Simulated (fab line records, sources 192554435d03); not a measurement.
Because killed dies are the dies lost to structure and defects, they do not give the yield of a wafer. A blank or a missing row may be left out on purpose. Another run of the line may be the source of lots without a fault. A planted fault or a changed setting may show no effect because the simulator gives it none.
fab line records    flow n5-finfet
record: lots: 11  wafers: 32  last-day: 18
route steps=1938 shown BEOL_M1@834 BEOL_M2@846 BEOL_M4@1111 PASSIVATION@1936
lots that met no fault: from a run of the same line without faults
start-h: the number of hours between the record's first day and the start of the first shown wafer of the lot    wait-h: hours elapsed since this lot's preceding step    " the same as in the row above    L1.1+2: several wafers, shown together as one row    - no value, or no start was given    * or withheld: withheld    < > ~ a bound
route shown NAME@n: NAME is a module with steps in the file, n the number in the route of the first one    usual: the fault-free wafers' mean and standard deviation    same: alike in all rows    chamber/n: place in a boat    sites: per-site readings    _std_site: their standard deviation    _edge_site: the outer-site mean with the inner-site mean subtracted    radius-mm: for every site, how far away it sits from the centre of the wafer    mask NAME#n: copy n    behind: the tool/chamber that last shaped the wafer    hold: reason for holding the lot/hours on hold/outcome of the hold    device: the n, p or np transistor that did not switch    end of line: the same wafers' tests at the end of the route    a step with no rows: only its recipe    killed: dies lost to structure and defects at the first sort, not the wafer's yield    map: per-die view of a wafer (x killed, . not killed, _ where there is no die)
set.NAME: the setting the step ran with; set.NAME@STEP: the setting that earlier step ran with    model.NAME: the simulator's own value behind a step, which no gauge read
route steps across a sampled set of lots; one table per step, one row per wafer
services: from which hour (start-h, from the record's first day; less than 0 if before it) a tool's chamber was out of use, for how many hours, and why
== steps ==
step: N5_BEOL_M1_THK_MEAS_53
recipe: thk-meas-gauge: xrf  reads: Cu_of_BEOL_M1_ECD_50
usual: M1_THK: 39.1/1.8
lot.wafer  tool           chamber  start-h  wait-h  M1_THK[nm]
L656.1     film-metro-02  -        135.72   -       37.7
L656.2     "              -        "        "       36.8
L656.3     "              -        "        "       38.8
L660.1     film-metro-01  -        152.82   -       38.2
L660.3     "              -        "        "       38.1
L660.4     "              -        "        "       39.2
L661.2     film-metro-01  -        161.31   -       36.2
L661.3     "              -        "        "       39.0
L661.6     "              -        "        "       38.8
L662.1     film-metro-01  -        168.35   -       39.0
L662.3     "              -        "        "       37.4
L662.6     "              -        "        "       40.2
L663.4     film-metro-02  -        171.47   -       40.4
L663.5     "              -        "        "       39.5
L664.1     film-metro-02  -        180.11   -       36.5
L664.5     "              -        "        "       39.4
L664.6     "              -        "        "       38.9
L666.1     film-metro-01  -        188.22   -       37.9
L666.3     "              -        "        "       36.2
L666.4     "              -        "        "       40.0
L667.1     film-metro-02  -        192.78   -       36.7
L667.3     "              -        "        "       38.9
L667.5     "              -        "        "       40.4
L668.1     film-metro-02  -        206.86   -       37.0
L668.3     "              -        "        "       39.2
L668.5     "              -        "        "       40.4
L675.2     film-metro-01  -        252.36   -       38.1
L675.4     "              -        "        "       40.7
L675.5     "              -        "        "       39.8
L678.1     film-metro-01  -        262.62   -       38.2
L678.5     "              -        "        "       41.9
L678.6     "              -        "        "       42.1
step: N5_BEOL_M1_DEP_57
recipe: material: SiCN  target-thk-a: 80  temp-c: withheld  precursor: 3MS/NH3  pressure-torr: 3  rf-w: 202  time-s: 14
usual: showerhead-plenum-p-Torr: 3.666/0.014  throttle-valve-pct: 9.2/0.54
lot.wafer  tool      chamber  start-h  wait-h  showerhead-plenum-p-Torr  throttle-valve-pct
L656.1     pecvd-01  1        135.97   0.0     3.665                     9.1
L656.2     "         2        "        "       3.686                     8.5
L656.3     "         0        "        "       3.630                     9.3
L660.1     pecvd-02  1        153.02   0.0     3.651                     9.5
L660.3     "         2        "        "       3.684                     9.7
L660.4     "         0        "        "       3.662                     9.0
L661.2     pecvd-02  2        161.50   0.0     3.687                     9.6
L661.3     "         1        "        "       3.668                     9.3
L661.6     "         2        "        "       3.695                     9.6
L662.1     pecvd-02  2        168.54   0.0     3.671                     9.7
L662.3     "         0        "        "       3.669                     9.1
L662.6     "         1        "        "       3.656                     9.5
L663.4     pecvd-01  2        171.68   0.0     3.691                     8.7
L663.5     "         1        "        "       3.677                     9.2
L664.1     pecvd-04  2        180.32   0.0     3.666                     8.5
L664.5     "         1        "        "       3.645                     10.0
L664.6     "         2        "        "       3.660                     8.8
L666.1     pecvd-01  2        188.41   0.0     3.689                     8.6
L666.3     "         1        "        "       3.677                     9.0
L666.4     "         1        "        "       3.674                     9.2
L667.1     pecvd-02  2        193.04   0.0     3.690                     9.7
L667.3     "         0        "        "       3.656                     9.1
L667.5     "         2        "        "       3.689                     9.5
L668.1     pecvd-04  0        207.11   0.0     3.656                     9.8
L668.3     "         2        "        "       3.657                     8.4
L668.5     "         1        "        "       3.651                     10.1
L675.2     pecvd-02  0        252.55   0.0     3.660                     9.0
L675.4     "         2        "        "       3.682                     8.3
L675.5     "         0        "        "       3.659                     9.1
L678.1     pecvd-02  0        262.82   0.0     3.666                     9.4
L678.5     "         2        "        "       3.685                     8.2
L678.6     "         1        "        "       3.672                     9.4
step: N5_BEOL_M2_COAT_62
recipe: resist: SiARC  temp-c: 220  time-s: 60  spin-rpm: 1500  resist-thk-nm: 12
usual: spin-speed-rpm: 1499.8/1.1
lot.wafer  tool            chamber  start-h  wait-h  spin-speed-rpm
L656.1     litho-track-04  0        136.47   -       1500.1
L656.2     "               0        "        "       1500.7
L656.3     "               0        "        "       1499.3
L660.1     litho-track-04  0        156.02   -       1498.3
L660.3     "               0        "        "       1499.0
L660.4     "               0        "        "       1502.0
L661.2     litho-track-02  0        163.20   -       1499.9
L661.3     "               0        "        "       1500.5
L661.6     "               0        "        "       1501.1
L662.1     litho-track-01  0        169.06   -       1500.9
L662.3     "               0        "        "       1500.6
L662.6     "               0        "        "       1500.1
L663.4     litho-track-02  0        172.46   -       1499.3
L663.5     "               0        "        "       1500.3
L664.1     litho-track-02  0        182.87   -       1329.8
L664.5     "               0        "        "       1329.5
L664.6     "               0        "        "       1329.5
L666.1     litho-track-01  0        192.38   -       1500.5
L666.3     "               0        "        "       1497.7
L666.4     "               0        "        "       1499.2
L667.1     litho-track-04  0        194.04   -       1500.5
L667.3     "               0        "        "       1498.6
L667.5     "               0        "        "       1498.7
L668.1     litho-track-02  0        207.92   -       1329.4
L668.3     "               0        "        "       1329.6
L668.5     "               0        "        "       1329.7
L675.2     litho-track-01  0        256.17   -       1498.9
L675.4     "               0        "        "       1499.8
L675.5     "               0        "        "       1499.7
L678.1     litho-track-01  0        265.46   -       1497.0
L678.5     "               0        "        "       1498.4
L678.6     "               0        "        "       1498.9
step: N5_BEOL_M2_OVL_MEAS_12
recipe: points-per-wafer: 522
usual: M2_OVL: 0.2/0.68
same: points-per-wafer: 522
lot.wafer  tool        chamber  start-h  wait-h  M2_OVL[nm]
L656.1     overlay-02  0        136.77   0.0     0.7
L656.2     "           0        "        "       0.5
L656.3     "           0        "        "       0.1
L660.1     overlay-01  0        156.32   0.0     0.0
L660.3     "           0        "        "       0.2
L660.4     "           0        "        "       1.3
L661.2     overlay-01  0        163.63   0.0     0.6
L661.3     "           0        "        "       0.3
L661.6     "           0        "        "       0.1
L662.1     overlay-01  0        169.36   0.0     0.9
L662.3     "           0        "        "       0.3
L662.6     "           0        "        "       0.8
L663.4     overlay-01  0        172.78   0.0     -0.2
L663.5     "           0        "        "       0.8
L664.1     overlay-01  0        183.31   0.0     0.5
L664.5     "           0        "        "       0.3
L664.6     "           0        "        "       0.8
L666.1     overlay-01  0        192.84   0.0     1.0
L666.3     "           0        "        "       0.1
L666.4     "           0        "        "       0.9
L667.1     overlay-01  0        194.34   0.0     -0.5
L667.3     "           0        "        "       -0.4
L667.5     "           0        "        "       -0.9
L668.1     overlay-01  0        208.34   0.0     1.0
L668.3     "           0        "        "       1.2
L668.5     "           0        "        "       0.1
L675.2     overlay-02  0        256.59   0.0     0.5
L675.4     "           0        "        "       0.4
L675.5     "           0        "        "       -1.3
L678.1     overlay-01  0        265.89   0.0     0.3
L678.5     "           0        "        "       0.6
L678.6     "           0        "        "       -1.2
step: N5_BEOL_M4_RC_MEAS_101
usual: DIBL_N: 36.6/2.3  DIBL_P: 36.3/2.8  IOFF_N: 0.17/0.047  IOFF_P: 0.22/0.048  ION_N: 676/14  ION_P: 463/9.4  SS_N: 71.6/0.84  SS_P: 73.4/0.85  VT_N: 249/3.7  VT_P: -249/3.6
lot.wafer  tool       chamber  start-h  wait-h  DIBL_N[mV/V]  DIBL_P[mV/V]  IOFF_N[nA/um]  IOFF_P[nA/um]  ION_N[uA/um]  ION_P[uA/um]  SS_N[mV/dec]  SS_P[mV/dec]  VT_N[mV]  VT_P[mV]
L656.1     prober-02  0        167.15   0.0     35.1          32.6          0.15           0.18           667           461           72.0          73.0          249       -249
L656.2     "          0        "        "       34.6          33.7          0.13           0.18           679           470           70.9          71.8          253       -249
L656.3     "          0        "        "       37.2          37.4          0.18           0.24           674           467           71.3          73.8          248       -248
L660.1     prober-02  0        188.09   0.0     36.2          36.8          0.14           0.19           661           457           70.4          74.2          252       -254
L660.3     "          0        "        "       36.8          38.0          0.16           0.21           674           462           71.6          73.8          249       -251
L660.4     "          0        "        "       40.1          39.1          0.21           0.23           681           452           71.8          74.6          246       -253
L661.2     prober-02  0        196.44   0.2     36.7          35.6          0.17           0.20           669           450           71.4          73.6          249       -253
L661.3     "          0        "        "       36.6          36.1          0.17           0.21           667           458           71.7          72.8          250       -249
L661.6     "          0        "        "       37.7          37.9          0.21           0.23           677           460           72.2          74.1          247       -251
L662.1     prober-02  0        204.35   0.0     34.6          32.4          0.12           0.14           672           458           71.3          72.5          255       -256
L662.3     "          0        "        "       39.8          40.0          0.20           0.24           696           465           72.4          74.5          250       -250
L662.6     "          0        "        "       39.2          39.3          0.18           0.23           694           469           72.4          74.1          248       -251
L663.4     prober-01  0        206.33   0.5     34.9          34.5          0.15           0.22           683           473           70.9          72.8          246       -246
L663.5     "          0        "        "       33.2          32.8          0.12           0.19           672           470           70.8          72.7          253       -249
L664.1     prober-02  0        214.55   0.0     39.4          39.4          0.21           0.22           690           463           72.2          74.4          246       -253
L664.5     "          0        "        "       40.5          39.7          0.26           0.24           688           460           72.3          74.2          244       -250
L664.6     "          0        "        "       33.3          33.1          0.11           0.14           655           442           71.2          72.8          253       -258
L666.1     prober-01  0        228.44   0.0     36.1          36.6          0.14           0.20           670           461           70.8          73.4          250       -250
L666.3     "          0        "        "       32.4          30.0          0.09           0.12           662           453           70.4          71.4          257       -257
L666.4     "          0        "        "       36.0          36.9          0.15           0.21           692           468           70.9          72.8          249       -250
L667.1     prober-02  0        228.71   0.0     36.1          35.7          0.15           0.18           656           448           71.1          72.7          253       -253
L667.3     "          0        "        "       36.9          35.5          0.17           0.18           689           466           71.6          73.2          248       -249
L667.5     "          0        "        "       37.1          34.7          0.17           0.16           647           437           73.2          72.6          253       -255
L668.1     prober-01  0        238.23   0.0     37.7          37.3          0.18           0.24           692           473           71.2          73.7          245       -247
L668.3     "          0        "        "       36.7          36.3          0.17           0.22           668           459           71.5          73.9          249       -249
L668.5     "          0        "        "       38.0          38.8          0.21           0.26           684           469           71.5          73.6          243       -245
L675.2     prober-01  0        287.18   0.2     36.6          38.3          0.16           0.25           679           473           73.0          73.3          248       -247
L675.4     "          0        "        "       34.8          35.2          0.13           0.19           661           459           71.9          73.0          253       -253
L675.5     "          0        "        "       35.4          37.6          0.15           0.23           681           470           71.8          74.2          251       -247
L678.1     prober-01  0        309.81   0.0     40.5          41.1          0.25           0.29           671           459           72.9          75.4          244       -249
L678.5     "          0        "        "       39.5          40.5          0.24           0.27           674           458           72.5          74.9          243       -250
L678.6     "          0        "        "       38.0          36.5          0.18           0.21           674           455           72.3          74.3          248       -253
step: N5_PASSIVATION_PROBE_49
usual: defect-limited-yield: 91.5/1.5  killed_at_M0_to_M3: 33/9.9  killed_at_M4_up: 14/5.2  killed-at-contacts: 11/5.2  killed-at-front-end: 38/10  killed-at-other: 4/3.5  killed-dies: 100/18  killed-open: 66/14  killed-short: 32/6.9  sort_bin_5_function: 5.0/1  sort_bin_6_memory: 3.1/0.69  sort_bin_8_speed: 0.03/0.26  sort-n-pass: 1080/18  sort-yield-pct: 91.5/1.5
same: gross-dies: 1180  killed-at-back-side: 0  sort_bin_4_leakage[%]: 0
lot.wafer  tool       chamber  start-h  wait-h  defect-limited-yield[%]  killed_at_M0_to_M3  killed_at_M4_up  killed-at-contacts  killed-at-front-end  killed-at-other  killed-dies  killed-open  killed-short  sort_bin_5_function[%]  sort_bin_6_memory[%]  sort_bin_8_speed[%]  sort-n-pass  sort-yield-pct[%]
L664.6     prober-02  -        327.96   0.3     90.6                     15                  26               18                  37                   15               111          64           32            5.7                     3.2                   0                    1069         90.6
L668.1     prober-02  -        347.61   0.0     93.1                     25                  10               3                   35                   8                81           40           34            3.6                     2.5                   0                    1099         93.1
L668.5     prober-02  -        347.81   0.2     93.7                     28                  13               7                   25                   1                74           46           27            3.6                     2.5                   0                    1106         93.7
killed by level:class
L664.6 MOL_CONTACT_COAG:geometric-particle:open=14 BEOL_M4:geometric-particle:open=14 PASSIVATION:area-etch=13 FIN_SAQP:geometric-particle:open=9 FIN_SAQP:geometric-particle:short=7 BEOL_M3:geometric-particle:open=7 BEOL_M4:geometric-particle:short=5 MOL_CONTACT_COAG:geometric-particle:short=4
L668.1 FIN_SAQP:geometric-particle:short=8 BEOL_M2:geometric-particle:open=6 HKMG_FIN:area-etch=6 BEOL_M0_SAQP:geometric-particle:open=5 BEOL_M0_SAQP:geometric-particle:short=5 BEOL_M1:geometric-particle:open=5 GATE_CUT:geometric-particle:short=4 PASS1_CAP:geometric-particle:short=4
L668.5 BEOL_M2:geometric-particle:open=9 DUMMY_GATE:geometric-particle:open=7 BEOL_M0_SAQP:geometric-particle:open=6 GATE_CUT:geometric-particle:short=5 MOL_CONTACT_COAG:geometric-particle:open=5 BEOL_M0_SAQP:geometric-particle:short=5 BEOL_M0:geometric-particle:short=3 FIN_SAQP:geometric-particle:open=2
== services ==
tool            chamber  start-h  hours  kind
pecvd-01        -        112.20   0.3    repair
pecvd-02        2        125.40   18.7   repair
pecvd-04        -        140.52   6.7    repair
pecvd-04        -        164.23   14.6   pm
pecvd-04        0        178.86   2.1    scheduled-down
pecvd-04        -        184.51   0.8    repair
pecvd-02        2        202.38   -      clean
pecvd-02        2        202.38   -      consumable-replace:showerhead
pecvd-02        2        202.38   29.0   scheduled-down
pecvd-02        2        202.38   29.0   vent-cycle
pecvd-01        0        205.06   5.5    scheduled-down
litho-track-04  -        216.00   -      consumable-replace:filter
pecvd-01        -        218.10   1.0    repair
pecvd-04        -        242.28   1.9    repair
pecvd-04        -        254.34   14.9   repair
== key ==
first-sign: step: N5_BEOL_M2_COAT_62  reading: spin-speed-rpm  direction: down  sigmas: 99+  usual: *  struck: *
effect none on later readings
met-at N5_BEOL_M2_COAT_62
struck-lots L664,L668
baseline-loss: step: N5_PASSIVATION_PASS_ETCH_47  wafers: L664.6
not-acting-at N5_BEOL_M1_THK_MEAS_53,N5_BEOL_M1_DEP_57,N5_BEOL_M2_OVL_MEAS_12
onset-between 172.46 182.87
fault: kind: process-parameter-drift  tool: litho-track-02  chamber: -  onset-h: 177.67  steps: N5_BEOL_M2_COAT_62  channel: spin-rpm  offset: *  shape: step  end-h: 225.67  acts-in: *  stated: *
baseline-loss: these wafers lose ten dies or more at that step, a loss of the line's own and not of a fault; the sort's usual values leave them out
